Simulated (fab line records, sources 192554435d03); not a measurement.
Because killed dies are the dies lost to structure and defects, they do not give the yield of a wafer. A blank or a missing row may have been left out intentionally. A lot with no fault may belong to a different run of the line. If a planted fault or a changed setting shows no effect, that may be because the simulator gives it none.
fab line records ; flow n5_finfet
record lots=10; wafers=27; last_day=17
route steps=1938 shown BEOL_M5@1191 BEOL_M6@1208 PASSIVATION@1936
lots with no fault: from the same line, run without faults
start_h: start of the lot's first displayed wafer, in hours after the record's first day ; wait_h: hours elapsed since this lot's preceding step ; " identical to the entry in the row above ; L1.1+2: a row that stands for several wafers ; - no value, or no start was given ; * or withheld: withheld ; < > ~ a bound
route shown NAME@n: a module of which the file shows steps, and the number in the route of the first ; usual: mean and standard deviation over wafers with no fault ; same: alike in all rows ; chamber/n: place in a boat ; sites: readings site by site ; _std_site: the values' standard deviation ; _edge_site: mean of outer sites minus mean of inner sites ; radius_mm: how far each site lies from the wafer's centre ; mask NAME#n: copy n ; behind: the most recent tool/chamber to have shaped the wafer ; hold: cause of the lot's hold/its duration in hours/its outcome ; device: names the non-switching transistor (n, p or np) ; end of line: tests of these same wafers at the route's end ; a step with no rows: only its recipe ; killed: the dies lost at the first sort to structure and to defects; this is not the yield of the wafer ; map: the dies of a wafer, with x for killed, . for not killed, _ for no die there
set.NAME: the run value of the setting; set.NAME@STEP: its run value at that earlier step ; model.NAME: the simulator's own value behind a step, which no gauge read
a sample of lots followed through the steps of the route, with each step as a table and each wafer as a row
services: when a tool's chamber went out of use (start_h, in hours from the record's first day, below 0 if earlier), for how many hours, and the reason
## steps
# step N5_BEOL_M5_DEP_56
# recipe material=SiCN; target_thk_a=80; temp_c=withheld; precursor=3MS/NH3; pressure_torr=3; rf_w=202; time_s=14
# usual showerhead_plenum_p_Torr=3.657/0.01; showerhead_vpp_V=880/38; throttle_valve_pct=9.4/0.66
lot.wafer;tool;chamber;start_h;wait_h;showerhead_plenum_p_Torr;showerhead_vpp_V;throttle_valve_pct
L428.2;pecvd-02;0;190.23;0.0;3.652;868;10.0
L428.3;pecvd-02;1;190.23;0.0;3.659;922;9.8
L428.5;pecvd-02;2;190.23;0.0;3.660;881;8.9
L429.3;pecvd-02;1;196.64;0.0;3.660;908;10.0
L429.4;pecvd-02;1;196.64;0.0;3.661;933;10.0
L429.6;pecvd-02;2;196.64;0.0;3.664;880;8.8
L434.1;pecvd-02;0;224.02;0.0;3.660;891;9.9
L434.6;pecvd-02;0;224.02;0.0;3.654;870;10.0
L435.4;pecvd-04;1;225.68;0.1;3.661;878;9.5
L435.6;pecvd-04;1;225.68;0.1;3.652;876;9.8
L433.1;pecvd-01;0;227.62;0.0;3.651;850;8.4
L433.6;pecvd-01;1;227.62;0.0;3.675;897;10.3
L437.2;pecvd-01;0;241.15;0.0;3.663;837;8.8
L437.3;pecvd-01;1;241.15;0.0;3.657;904;10.2
L437.4;pecvd-01;0;241.15;0.0;3.657;824;8.7
L438.4;pecvd-04;0;257.16;0.0;3.634;918;9.3
L438.5;pecvd-04;1;257.16;0.0;3.657;876;9.6
L438.6;pecvd-04;2;257.16;0.0;3.645;813;8.1
L441.3;pecvd-02;1;275.03;0.0;3.660;924;10.2
L441.4;pecvd-02;1;275.03;0.0;3.650;928;10.0
L441.6;pecvd-02;0;275.03;0.0;3.650;883;9.6
L443.1;pecvd-02;0;280.13;0.0;3.648;875;10.0
L443.2;pecvd-02;2;280.13;0.0;3.656;884;8.8
L443.6;pecvd-02;0;280.13;0.0;3.660;864;10.0
L447.1;pecvd-01;2;305.43;0.0;3.643;836;9.1
L447.2;pecvd-01;0;305.43;0.0;3.662;841;8.8
L447.5;pecvd-01;0;305.43;0.0;3.660;828;8.8
# step N5_BEOL_M6_OVL_MEAS_12
# recipe points_per_wafer=44
# usual M6_OVL=-0.3/0.8
lot.wafer;tool;chamber;start_h;wait_h;M6_OVL[nm]
L428.2;overlay-01;0;193.68;0.0;-0.3
L428.3;overlay-01;0;193.68;0.0;0.3
L428.5;overlay-01;0;193.68;0.0;0.9
L429.3;overlay-01;0;198.64;0.0;-0.9
L429.4;overlay-01;0;198.64;0.0;-0.4
L429.6;overlay-01;0;198.64;0.0;-0.5
L434.1;overlay-02;0;227.48;0.0;-0.3
L434.6;overlay-02;0;227.48;0.0;-0.5
L435.4;overlay-02;0;227.81;0.0;0.1
L435.6;overlay-02;0;227.81;0.0;-0.4
L433.1;overlay-02;0;230.93;0.0;0.0
L433.6;overlay-02;0;230.93;0.0;-0.1
L437.2;overlay-02;0;243.15;0.0;1.0
L437.3;overlay-02;0;243.15;0.0;0.5
L437.4;overlay-02;0;243.15;0.0;-0.2
L438.4;overlay-02;0;261.29;0.0;-1.5
L438.5;overlay-02;0;261.29;0.0;-2.7
L438.6;overlay-02;0;261.29;0.0;-1.4
L441.3;overlay-02;0;276.23;0.0;-1.2
L441.4;overlay-02;0;276.23;0.0;-1.2
L441.6;overlay-02;0;276.23;0.0;-1.1
L443.1;overlay-02;0;282.05;0.0;0.4
L443.2;overlay-02;0;282.05;0.0;0.2
L443.6;overlay-02;0;282.05;0.0;-0.6
L447.1;overlay-01;0;307.03;0.0;-1.3
L447.2;overlay-01;0;307.03;0.0;-0.6
L447.5;overlay-01;0;307.03;0.0;-0.9
# step N5_BEOL_M6_INSPECT_13
# recipe mode=adi; inspect_instrument=brightfield
# usual raw_defect_count=391/90
lot.wafer;tool;chamber;start_h;wait_h;raw_defect_count
L428.2;defect_inspect-01;-;193.70;0.0;265
L428.3;defect_inspect-01;-;193.70;0.0;420
L428.5;defect_inspect-01;-;193.70;0.0;688
L429.3;defect_inspect-02;-;198.66;0.0;277
L429.4;defect_inspect-02;-;198.66;0.0;327
L429.6;defect_inspect-02;-;198.66;0.0;298
L434.1;defect_inspect-01;-;227.51;0.0;448
L434.6;defect_inspect-01;-;227.51;0.0;532
L435.4;defect_inspect-02;-;227.83;0.0;394
L435.6;defect_inspect-02;-;227.83;0.0;384
L433.1;defect_inspect-01;-;230.95;0.0;416
L433.6;defect_inspect-01;-;230.95;0.0;329
L437.2;defect_inspect-02;-;243.18;0.0;395
L437.3;defect_inspect-02;-;243.18;0.0;389
L437.4;defect_inspect-02;-;243.18;0.0;347
L438.4;defect_inspect-02;-;261.31;0.0;413
L438.5;defect_inspect-02;-;261.31;0.0;482
L438.6;defect_inspect-02;-;261.31;0.0;368
L441.3;defect_inspect-01;-;276.26;0.0;442
L441.4;defect_inspect-01;-;276.26;0.0;447
L441.6;defect_inspect-01;-;276.26;0.0;459
L443.1;defect_inspect-02;-;282.08;0.0;430
L443.2;defect_inspect-02;-;282.08;0.0;436
L443.6;defect_inspect-02;-;282.08;0.0;423
L447.1;defect_inspect-01;-;307.05;0.0;373
L447.2;defect_inspect-01;-;307.05;0.0;380
L447.5;defect_inspect-01;-;307.05;0.0;310
# step N5_BEOL_M6_ETCH_62
# recipe chemistry=N2/H2; target=SOC; target_depth_a=1100; overetch_a=220; mask_material=SiARC; temp_c=40; time_s=165; ion_energy_ev=200; pressure_mtorr=30; source_w=840; bias_w=150; n2_flow_sccm=200; h2_flow_sccm=200
# usual drypump_motor_current_A=5.5/0.46; h2_flow_sccm=200.0/0.55; oes_product_au=0.66/0.058; rf_vpp_V=524.7/2.4; showerhead_plenum_p_Torr=2.58/0.094; throttle_valve_pct=17.92/0.15
lot.wafer;tool;chamber;start_h;wait_h;drypump_motor_current_A;h2_flow_sccm;oes_product_au;rf_hours_counter_h;rf_vpp_V;showerhead_plenum_p_Torr;throttle_valve_pct
L428.2;rie_diel-02;2;193.82;0.0;5.8;200.2;0.66;105;528.4;2.69;17.97
L428.3;rie_diel-02;1;193.82;0.0;5.2;199.2;0.64;130;524.6;2.55;17.85
L428.5;rie_diel-02;3;193.82;0.0;4.9;200.1;0.72;-;525.2;2.62;18.00
L429.3;rie_diel-02;3;198.79;0.0;4.9;199.1;0.71;52;524.9;2.62;18.02
L429.4;rie_diel-02;0;198.79;0.0;6.1;199.5;0.65;129;521.6;2.43;17.79
L429.6;rie_diel-02;2;198.79;0.0;5.8;198.8;0.67;-;525.7;2.69;17.97
L434.1;rie_diel-04;0;227.75;0.0;5.6;199.8;0.81;4;528.7;2.74;17.67
L434.6;rie_diel-04;2;227.75;0.0;4.7;200.1;0.74;-;525.5;2.62;18.11
L435.4;rie_diel-02;0;227.96;0.0;6.1;200.7;0.66;140;520.2;2.42;17.82
L435.6;rie_diel-02;0;227.96;0.0;6.2;199.7;0.65;-;522.9;2.42;17.82
L433.1;rie_diel-04;0;231.46;0.0;5.5;200.4;0.80;7;526.4;2.74;17.67
L433.6;rie_diel-04;3;231.46;0.0;5.6;201.2;0.60;-;524.8;2.62;17.93
L437.2;rie_diel-04;3;243.34;0.0;5.6;199.9;0.60;222;525.3;2.61;17.94
L437.3;rie_diel-04;0;243.34;0.0;5.6;199.6;0.79;10;527.9;2.73;17.67
L437.4;rie_diel-04;0;243.34;0.0;5.6;200.9;0.79;-;526.4;2.73;17.67
L438.4;rie_diel-04;0;261.50;0.1;5.6;199.5;0.76;-;528.1;2.73;17.70
L438.5;rie_diel-04;3;261.50;0.1;5.7;200.0;0.60;-;526.1;2.61;17.94
L438.6;rie_diel-04;2;261.50;0.1;4.7;199.5;0.72;-;524.4;2.61;18.14
L441.3;rie_diel-02;1;276.45;0.0;5.2;199.9;0.62;159;523.0;2.54;17.89
L441.4;rie_diel-02;2;276.45;0.0;5.8;199.6;0.65;134;526.9;2.68;18.01
L441.6;rie_diel-02;3;276.45;0.0;4.9;200.0;0.68;-;525.6;2.61;18.05
L443.1;rie_diel-04;0;282.73;0.0;5.6;198.9;0.76;26;529.0;2.73;17.70
L443.2;rie_diel-04;3;282.73;0.0;5.7;199.9;0.59;237;524.3;2.61;17.97
L443.6;rie_diel-04;2;282.73;0.0;4.7;200.1;0.71;-;526.3;2.61;18.16
L447.1;rie_diel-04;3;307.18;0.0;5.7;199.7;0.58;246;524.2;2.60;17.98
L447.2;rie_diel-04;0;307.18;0.0;5.6;200.2;0.56;36;527.6;2.72;17.71
L447.5;rie_diel-04;2;307.18;0.0;4.8;200.7;0.70;-;523.1;2.61;18.15
# step N5_BEOL_M6_HM_OPEN_17
# recipe chemistry=Cl2/BCl3; target_depth_a=200; overetch_a=60; target=TiN; mask_material=SOC; ion_energy_ev=150; pressure_mtorr=10; icp_w=1000; bias_w=126; Cl2_flow_sccm=53.25; bcl3_flow_sccm=21.75; Ar_flow_sccm=25
# usual drypump_motor_current_A=5.3/0.58; he_backside_leak_sccm=3.42/0.29; oes_product_au=0.64/0.051; throttle_valve_pct=22.23/0.12
lot.wafer;tool;chamber;start_h;wait_h;drypump_motor_current_A;he_backside_leak_sccm;oes_product_au;rf_hours_counter_h;throttle_valve_pct
L428.2;rie_metal-01;0;194.01;0.0;6.3;3.88;0.61;69;22.33
L428.3;rie_metal-01;1;194.01;0.0;4.8;3.36;0.69;-;22.17
L428.5;rie_metal-01;1;194.01;0.0;4.9;3.44;0.68;-;22.18
L429.3;rie_metal-03;1;199.00;0.1;4.9;3.61;0.65;-;22.35
L429.4;rie_metal-03;0;199.00;0.1;5.5;3.23;0.68;-;22.08
L429.6;rie_metal-03;1;199.00;0.1;4.9;3.57;0.65;-;22.35
L434.1;rie_metal-01;0;227.94;0.0;6.3;3.70;0.60;72;22.32
L434.6;rie_metal-01;0;227.94;0.0;6.3;3.76;0.60;-;22.33
L435.4;rie_metal-01;0;228.23;0.1;6.3;3.77;0.60;-;22.33
L435.6;rie_metal-01;1;228.23;0.1;4.8;3.36;0.68;-;22.19
L433.1;rie_metal-01;1;231.64;0.0;4.8;3.37;0.68;36;22.19
L433.6;rie_metal-01;1;231.64;0.0;4.8;3.36;0.68;-;22.19
L437.2;rie_metal-02;1;243.56;0.1;4.8;3.83;0.62;-;22.19
L437.3;rie_metal-02;1;243.56;0.1;4.7;3.72;0.62;-;22.20
L437.4;rie_metal-02;1;243.56;0.1;4.8;3.67;0.63;-;22.19
L438.4;rie_metal-01;0;261.71;0.1;6.3;3.75;0.59;-;22.36
L438.5;rie_metal-01;0;261.71;0.1;6.3;3.79;0.60;-;22.35
L438.6;rie_metal-01;0;261.71;0.1;6.3;3.53;0.59;-;22.35
L441.3;rie_metal-01;0;276.67;0.1;6.2;3.64;0.59;-;22.35
L441.4;rie_metal-01;1;276.67;0.1;4.8;3.29;0.67;-;22.19
L441.6;rie_metal-01;1;276.67;0.1;4.9;3.21;0.67;-;22.20
L443.1;rie_metal-03;0;282.92;0.0;5.5;3.04;0.68;42;22.06
L443.2;rie_metal-03;1;282.92;0.0;4.9;3.34;0.64;53;22.37
L443.6;rie_metal-03;0;282.92;0.0;5.5;3.18;0.68;-;22.07
L447.1;rie_metal-03;0;307.36;0.0;5.5;3.27;0.67;45;22.07
L447.2;rie_metal-03;1;307.36;0.0;4.9;2.70;0.36;55;22.88
L447.5;rie_metal-03;0;307.36;0.0;5.5;3.31;0.67;-;22.06
# step N5_BEOL_M6_CD_MEAS_18
# recipe pitch_nm=80; target_cd_nm=40
# usual cd_nm=39.6/0.77
lot.wafer;tool;chamber;start_h;wait_h;cd_nm
L428.2;cd_sem-01;-;194.19;0.1;40.3
L428.3;cd_sem-01;-;194.19;0.1;39.4
L428.5;cd_sem-01;-;194.19;0.1;41.1
L429.3;cd_sem-03;-;199.16;0.1;40.1
L429.4;cd_sem-03;-;199.16;0.1;39.1
L429.6;cd_sem-03;-;199.16;0.1;39.0
L434.1;cd_sem-03;-;228.12;0.0;39.6
L434.6;cd_sem-03;-;228.12;0.0;39.9
L435.4;cd_sem-02;-;228.39;0.0;38.3
L435.6;cd_sem-02;-;228.39;0.0;39.4
L433.1;cd_sem-03;-;231.85;0.0;40.2
L433.6;cd_sem-03;-;231.85;0.0;39.9
L437.2;cd_sem-02;-;243.80;0.1;39.5
L437.3;cd_sem-02;-;243.80;0.1;39.5
L437.4;cd_sem-02;-;243.80;0.1;40.3
L438.4;cd_sem-01;-;261.91;0.1;40.0
L438.5;cd_sem-01;-;261.91;0.1;40.3
L438.6;cd_sem-01;-;261.91;0.1;40.5
L441.3;cd_sem-03;-;276.83;0.1;39.0
L441.4;cd_sem-03;-;276.83;0.1;40.5
L441.6;cd_sem-03;-;276.83;0.1;39.8
L443.1;cd_sem-03;-;283.27;0.0;40.0
L443.2;cd_sem-03;-;283.27;0.0;40.0
L443.6;cd_sem-03;-;283.27;0.0;41.2
L447.1;cd_sem-01;-;307.54;0.0;38.8
L447.2;cd_sem-01;-;307.54;0.0;43.3
L447.5;cd_sem-01;-;307.54;0.0;40.7
# step N5_PASSIVATION_PROBE_49
# usual defect_limited_yield=91.1/1.4; killed_at_M0_to_M3=34/11; killed_at_M4_up=14/5.6; killed_at_contacts=13/5.9; killed_at_front_end=40/11; killed_at_other=4/3.1; killed_dies=105/16; killed_open=68/11; killed_short=34/8.4; sort_bin_5_function=5.2/0.86; sort_bin_6_memory=3.2/0.7; sort_bin_8_speed=0.1/1.1; sort_n_pass=1074/21; sort_yield_pct=91.0/1.8
# same gross_dies=1180; killed_at_back_side=0; sort_bin_4_leakage[%]=0
lot.wafer;tool;chamber;start_h;wait_h;defect_limited_yield[%];killed_at_M0_to_M3;killed_at_M4_up;killed_at_contacts;killed_at_front_end;killed_at_other;killed_dies;killed_open;killed_short;sort_bin_5_function[%];sort_bin_6_memory[%];sort_bin_8_speed[%];sort_n_pass;sort_yield_pct[%]
L428.2;prober-01;-;286.04;0.1;90.3;40;15;18;41;1;115;66;43;5.8;3.0;0;1065;90.3
L428.3;prober-01;-;286.09;0.1;89.5;38;20;32;32;2;124;88;36;5.3;4.9;0;1056;89.5
L428.5;prober-01;-;286.19;0.2;90.8;34;11;28;35;1;109;69;39;5.5;3.1;0;1071;90.8
L429.3;prober-01;-;297.44;0.1;91.7;28;16;17;36;1;98;67;30;4.4;3.6;0;1082;91.7
L429.4;prober-01;-;297.49;0.2;88.7;56;20;15;40;2;133;87;38;6.8;3.5;0;1047;88.7
L429.6;prober-01;-;297.59;0.3;88.1;36;22;26;50;7;141;98;39;7.0;4.4;0;1039;88.1
L434.1;prober-01;-;317.45;0.0;91.4;38;10;7;40;6;101;67;34;5.5;2.6;0;1079;91.4
L434.6;prober-01;-;317.70;0.3;91.5;25;10;13;50;2;100;56;41;4.9;3.1;0;1080;91.5
L435.4;prober-02;-;320.32;0.2;90.4;57;12;10;33;1;113;71;34;5.1;3.8;0;1067;90.4
L435.6;prober-02;-;320.42;0.3;91.8;33;13;14;35;2;97;66;28;4.2;3.7;0;1083;91.8
L433.1;prober-01;-;325.12;0.0;91.2;30;9;22;42;1;104;77;27;4.9;3.4;0;1076;91.2
L433.6;prober-01;-;325.37;0.3;92.3;27;12;6;42;4;91;69;20;4.5;3.1;0;1089;92.3
L437.2;prober-01;-;346.05;0.1;91.9;31;9;13;25;17;95;59;36;4.6;3.3;0;1085;91.9
L437.3;prober-01;-;346.10;0.1;89.7;27;22;14;53;6;122;81;39;5.7;3.9;0;1058;89.7
L437.4;prober-01;-;346.15;0.2;90.5;40;15;20;30;7;112;71;39;5.9;3.2;0;1068;90.5
L438.4;prober-01;-;353.80;0.2;91.4;24;13;24;38;2;101;70;29;5.2;3.1;0;1079;91.4
L438.5;prober-01;-;353.85;0.2;90.7;26;8;33;41;2;110;72;38;5.4;3.6;0;1070;90.7
L438.6;prober-01;-;353.90;0.3;91.1;33;6;14;48;4;105;66;37;5.3;3.5;0;1075;91.1
L443.1;prober-02;-;381.47;0.0;91.5;41;16;15;27;1;100;57;38;4.5;3.6;0;1080;91.5
L443.2;prober-02;-;381.52;0.1;92.4;25;7;2;54;2;90;64;26;4.2;3.1;0;1090;92.4
L443.6;prober-02;-;381.72;0.3;91.1;42;10;12;40;1;105;73;32;5.3;3.4;0;1075;91.1
L441.3;prober-01;-;389.35;0.1;89.6;33;18;18;53;1;123;81;38;5.7;4.1;0.1;1057;89.6
L441.4;prober-01;-;389.40;0.2;91.5;38;15;12;29;6;100;69;31;5.1;3.0;0;1080;91.5
L441.6;prober-01;-;389.50;0.3;91.9;34;14;6;40;1;95;57;37;5.2;2.7;0;1085;91.9
L447.1;prober-02;-;412.78;0.0;92.2;39;16;8;28;1;92;58;34;4.7;2.9;0;1088;92.2
L447.2;prober-02;-;412.83;0.1;90.7;39;15;16;39;1;110;72;37;5.1;3.9;0;1070;90.7
L447.5;prober-02;-;412.98;0.2;90.3;48;12;17;38;0;115;85;29;4.4;5.2;0;1065;90.3
# killed by level:class
L428.2 BEOL_M0_SAQP:geometric_particle:open=10 MOL_CONTACT_COAG:geometric_particle:open=9 MOL_CONTACT_COAG:geometric_particle:short=9 FIN_SAQP:geometric_particle:short=7 BEOL_M1:geometric_particle:open=7 BEOL_M4:geometric_particle:open=7 HKMG_FIN:area_etch=6 DUMMY_GATE:geometric_particle:open=5
L428.3 MOL_CONTACT_COAG:geometric_particle:open=25 BEOL_M0_SAQP:geometric_particle:short=10 BEOL_M3:geometric_particle:open=10 BEOL_M4:geometric_particle:open=9 DUMMY_GATE:geometric_particle:open=7 MOL_CONTACT_COAG:geometric_particle:short=7 BEOL_M0_SAQP:geometric_particle:open=6 BEOL_M2:geometric_particle:open=6
L428.5 MOL_CONTACT_COAG:geometric_particle:open=20 BEOL_M2:geometric_particle:open=8 MOL_CONTACT_COAG:geometric_particle:short=8 FIN_SAQP:geometric_particle:open=6 FIN_SAQP:geometric_particle:short=6 STI_FIN_REVEAL:geometric_particle:open=6 BEOL_M0_SAQP:geometric_particle:short=6 BEOL_M0_SAQP:geometric_particle:open=5
L429.3 MOL_CONTACT_COAG:geometric_particle:open=14 BEOL_M3:geometric_particle:open=14 BEOL_M4:geometric_particle:open=10 FIN_SAQP:geometric_particle:short=8 STI_FIN_REVEAL:geometric_particle:open=6 BEOL_M0_SAQP:geometric_particle:short=6 GATE_CUT:geometric_particle:short=5 GATE_CUT:geometric_particle:open=4
L429.4 BEOL_M3:geometric_particle:open=19 MOL_CONTACT_COAG:geometric_particle:open=14 BEOL_M2:geometric_particle:open=10 FIN_SAQP:geometric_particle:short=8 BEOL_M4:geometric_particle:open=8 HKMG_FIN:area_etch=7 FIN_SAQP:geometric_particle:open=6 STI_FIN_REVEAL:geometric_particle:open=5
L429.6 MOL_CONTACT_COAG:geometric_particle:open=20 STI_FIN_REVEAL:geometric_particle:open=18 BEOL_M4:geometric_particle:open=13 BEOL_M2:geometric_particle:open=10 BEOL_M3:geometric_particle:open=7 GATE_CUT:geometric_particle:short=6 MOL_CONTACT_COAG:geometric_particle:short=6 STARTING-WAFER:geometric_particle:short=6
L434.1 FIN_SAQP:geometric_particle:open=14 BEOL_M1:geometric_particle:open=11 BEOL_M4:geometric_particle:open=9 FIN_SAQP:geometric_particle:short=8 MOL_CONTACT_COAG:geometric_particle:open=6 BEOL_M0_SAQP:geometric_particle:short=5 BEOL_M0_SAQP:geometric_particle:open=5 BEOL_M1:geometric_particle:short=4
L434.6 FIN_SAQP:geometric_particle:short=19 FIN_SAQP:geometric_particle:open=13 MOL_CONTACT_COAG:geometric_particle:open=10 BEOL_M0:geometric_particle:open=6 BEOL_M4:geometric_particle:open=6 GATE_CUT:geometric_particle:short=4 BEOL_M0_SAQP:geometric_particle:short=4 BEOL_M0_SAQP:geometric_particle:open=4
L435.4 BEOL_M2:geometric_particle:open=20 FIN_SAQP:geometric_particle:open=8 FIN_SAQP:geometric_particle:short=7 MOL_CONTACT_COAG:geometric_particle:open=7 BEOL_M2:geometric_particle:short=7 BEOL_M4:geometric_particle:open=7 BEOL_M0_SAQP:geometric_particle:short=6 BEOL_M1:geometric_particle:open=6
L435.6 MOL_CONTACT_COAG:geometric_particle:open=13 DUMMY_GATE:geometric_particle:open=8 BEOL_M3:geometric_particle:open=7 FIN_SAQP:geometric_particle:open=6 BEOL_M2:geometric_particle:open=6 BEOL_M1:geometric_particle:open=5 BEOL_M4:geometric_particle:open=5 STI_FIN_REVEAL:geometric_particle:open=3
L433.1 MOL_CONTACT_COAG:geometric_particle:open=18 BEOL_M3:geometric_particle:open=12 FIN_SAQP:geometric_particle:open=11 STI_FIN_REVEAL:geometric_particle:open=9 BEOL_M0_SAQP:geometric_particle:short=6 FIN_SAQP:geometric_particle:short=5 BEOL_M0_SAQP:geometric_particle:open=5 DUMMY_GATE:geometric_particle:open=4
L433.6 FIN_SAQP:geometric_particle:open=13 STI_FIN_REVEAL:geometric_particle:open=12 BEOL_M2:geometric_particle:open=11 BEOL_M0_SAQP:geometric_particle:open=7 FIN_SAQP:geometric_particle:short=6 MOL_CONTACT_COAG:geometric_particle:open=6 BEOL_M0_SAQP:geometric_particle:short=6 BEOL_M7:geometric_particle:open=4
L437.2 MOL_CONTACT_COAG:geometric_particle:open=11 BEOL_M0_SAQP:geometric_particle:short=11 BEOL_M2:geometric_particle:open=8 BEOL_M0_SAQP:geometric_particle:open=7 MIM_TOP:geometric_particle:open=7 MIM_TOP:geometric_particle:short=7 STI_FIN_REVEAL:geometric_particle:open=4 DUMMY_GATE:geometric_particle:open=4
L437.3 MOL_CONTACT_COAG:geometric_particle:open=14 FIN_SAQP:geometric_particle:open=12 FIN_SAQP:geometric_particle:short=11 BEOL_M4:geometric_particle:open=10 STI_FIN_REVEAL:geometric_particle:open=9 BEOL_M0_SAQP:geometric_particle:short=8 BEOL_M0_SAQP:geometric_particle:open=7 BEOL_M2:geometric_particle:open=7
L437.4 BEOL_M0_SAQP:geometric_particle:short=16 MOL_CONTACT_COAG:geometric_particle:open=15 BEOL_M0_SAQP:geometric_particle:open=13 FIN_SAQP:geometric_particle:open=7 FIN_SAQP:geometric_particle:short=5 BEOL_M4:geometric_particle:open=5 GATE_CUT:geometric_particle:open=4 MOL_CONTACT_COAG:geometric_particle:short=4
L438.4 MOL_CONTACT_COAG:geometric_particle:open=21 FIN_SAQP:geometric_particle:open=11 BEOL_M0_SAQP:geometric_particle:short=10 BEOL_M0_SAQP:geometric_particle:open=6 BEOL_M3:geometric_particle:open=6 BEOL_M4:geometric_particle:open=6 STI_FIN_REVEAL:geometric_particle:open=5 STARTING-WAFER:geometric_particle:open=5
L438.5 MOL_CONTACT_COAG:geometric_particle:open=25 STI_FIN_REVEAL:geometric_particle:open=13 BEOL_M0_SAQP:geometric_particle:short=9 MOL_CONTACT_COAG:geometric_particle:short=8 BEOL_M0_SAQP:geometric_particle:open=7 DUMMY_GATE:geometric_particle:open=6 FIN_SAQP:geometric_particle:open=5 FIN_SAQP:geometric_particle:short=5
L438.6 FIN_SAQP:geometric_particle:open=12 STI_FIN_REVEAL:geometric_particle:open=11 MOL_CONTACT_COAG:geometric_particle:open=11 BEOL_M0_SAQP:geometric_particle:short=9 BEOL_M0_SAQP:geometric_particle:open=7 FIN_SAQP:geometric_particle:short=6 STI_FIN_REVEAL:geometric_particle:short=6 BEOL_M3:geometric_particle:open=6
L443.1 BEOL_M2:geometric_particle:open=10 MOL_CONTACT_COAG:geometric_particle:open=10 BEOL_M0_SAQP:geometric_particle:open=7 BEOL_M4:geometric_particle:open=7 BEOL_M0_SAQP:geometric_particle:short=6 MOL_CONTACT_COAG:geometric_particle:short=5 DUMMY_GATE:geometric_particle:open=4 BEOL_M1:geometric_particle:short=4
L443.2 STI_FIN_REVEAL:geometric_particle:open=20 FIN_SAQP:geometric_particle:open=9 GATE_CUT:geometric_particle:short=9 BEOL_M2:geometric_particle:open=7 GATE_CUT:geometric_particle:open=5 BEOL_M2:geometric_particle:short=4 DUMMY_GATE:geometric_particle:open=3 BEOL_M0_SAQP:geometric_particle:short=3
L443.6 STI_FIN_REVEAL:geometric_particle:open=17 MOL_CONTACT_COAG:geometric_particle:open=11 BEOL_M0_SAQP:geometric_particle:short=10 BEOL_M0_SAQP:geometric_particle:open=8 BEOL_M1:geometric_particle:open=7 BEOL_M4:geometric_particle:open=6 BEOL_M2:geometric_particle:open=5 BEOL_M3:geometric_particle:open=5
L441.3 MOL_CONTACT_COAG:geometric_particle:open=15 BEOL_M1:geometric_particle:open=12 STI_FIN_REVEAL:geometric_particle:open=11 FIN_SAQP:geometric_particle:short=8 DUMMY_GATE:geometric_particle:open=8 BEOL_M0_SAQP:geometric_particle:open=5 BEOL_M4:geometric_particle:open=5 BEOL_M2:geometric_particle:open=5
L441.4 MOL_CONTACT_COAG:geometric_particle:open=12 BEOL_M0_SAQP:geometric_particle:short=9 DUMMY_GATE:geometric_particle:open=8 BEOL_M0_SAQP:geometric_particle:open=8 BEOL_M0:geometric_particle:open=6 BEOL_M4:geometric_particle:open=6 FIN_SAQP:geometric_particle:short=5 BEOL_M1:geometric_particle:open=4
L441.6 FIN_SAQP:geometric_particle:short=20 FIN_SAQP:geometric_particle:open=7 BEOL_M0_SAQP:geometric_particle:short=7 BEOL_M1:geometric_particle:open=7 BEOL_M4:geometric_particle:open=7 STI_FIN_REVEAL:geometric_particle:open=6 MOL_CONTACT_COAG:geometric_particle:open=6 BEOL_M0_SAQP:geometric_particle:open=6
L447.1 BEOL_M0_SAQP:geometric_particle:short=11 BEOL_M2:geometric_particle:open=10 BEOL_M0_SAQP:geometric_particle:open=8 BEOL_M5:geometric_particle:open=6 DUMMY_GATE:geometric_particle:open=5 MOL_CONTACT_COAG:geometric_particle:open=5 BEOL_M3:geometric_particle:open=5 BEOL_M4:geometric_particle:open=5
L447.2 FIN_SAQP:geometric_particle:short=16 MOL_CONTACT_COAG:geometric_particle:open=10 BEOL_M2:geometric_particle:open=10 BEOL_M0_SAQP:geometric_particle:open=8 STI_FIN_REVEAL:geometric_particle:open=6 MOL_CONTACT_COAG:geometric_particle:short=6 BEOL_M3:geometric_particle:open=6 FIN_SAQP:geometric_particle:open=5
L447.5 BEOL_M0_SAQP:geometric_particle:open=25 MOL_CONTACT_COAG:geometric_particle:open=15 FIN_SAQP:geometric_particle:open=9 DUMMY_GATE:geometric_particle:open=6 BEOL_M0_SAQP:geometric_particle:short=5 BEOL_M1:geometric_particle:open=5 BEOL_M3:geometric_particle:open=5 BEOL_M4:geometric_particle:open=5
## services
tool;chamber;start_h;hours;kind
pecvd-04;1;171.87;21.9;repair
pecvd-01;2;180.44;14.7;repair
rie_diel-02;2;180.71;1.5;repair
rie_diel-02;3;182.82;5.4;repair
pecvd-01;-;196.23;0.5;repair
pecvd-04;2;202.43;-;clean
pecvd-04;2;202.43;-;consumable_replace:showerhead
pecvd-04;2;202.43;29.0;scheduled_down
rie_diel-04;0;204.10;-;clean
rie_diel-04;0;204.10;-;consumable_replace:focus_ring
rie_diel-04;0;204.10;-;consumable_replace:showerhead
rie_diel-04;0;204.10;12.5;scheduled_down
rie_diel-04;0;204.10;12.5;vent_cycle
pecvd-01;2;214.88;2.1;scheduled_down
rie_diel-04;1;218.53;47.5;repair
pecvd-01;-;219.58;1.3;repair
rie_metal-01;1;240.63;35.6;repair
rie_metal-03;-;246.78;0.1;repair
rie_diel-02;2;251.79;2.0;repair
rie_diel-02;0;254.07;3.1;repair
rie_metal-01;0;262.04;7.6;repair
pecvd-01;2;291.60;2.1;repair
pecvd-04;-;292.23;3.4;repair
rie_diel-04;1;304.65;10.7;repair
## key
first_sign step=N5_BEOL_M6_HM_OPEN_17; reading=oes_product_au; direction=down; sigmas=5.4; usual=0.64; struck=0.36
effect step=N5_BEOL_M6_CD_MEAS_18; reading=cd_nm; direction=up; sigmas=4.7; usual=39.6; struck=43.3
met_at N5_BEOL_M6_ETCH_62
struck_lots L447
struck_wafers L447.2
not_acting_at N5_BEOL_M5_DEP_56,N5_BEOL_M6_OVL_MEAS_12,N5_BEOL_M6_INSPECT_13
onset_between 282.73 307.18
fault kind=process_parameter_drift; tool=rie_diel-04; chamber=0; onset_h=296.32; steps=N5_BEOL_M6_ETCH_62; channel=time_s; offset=*; shape=step; end_h=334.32; acts_in=*; stated=*
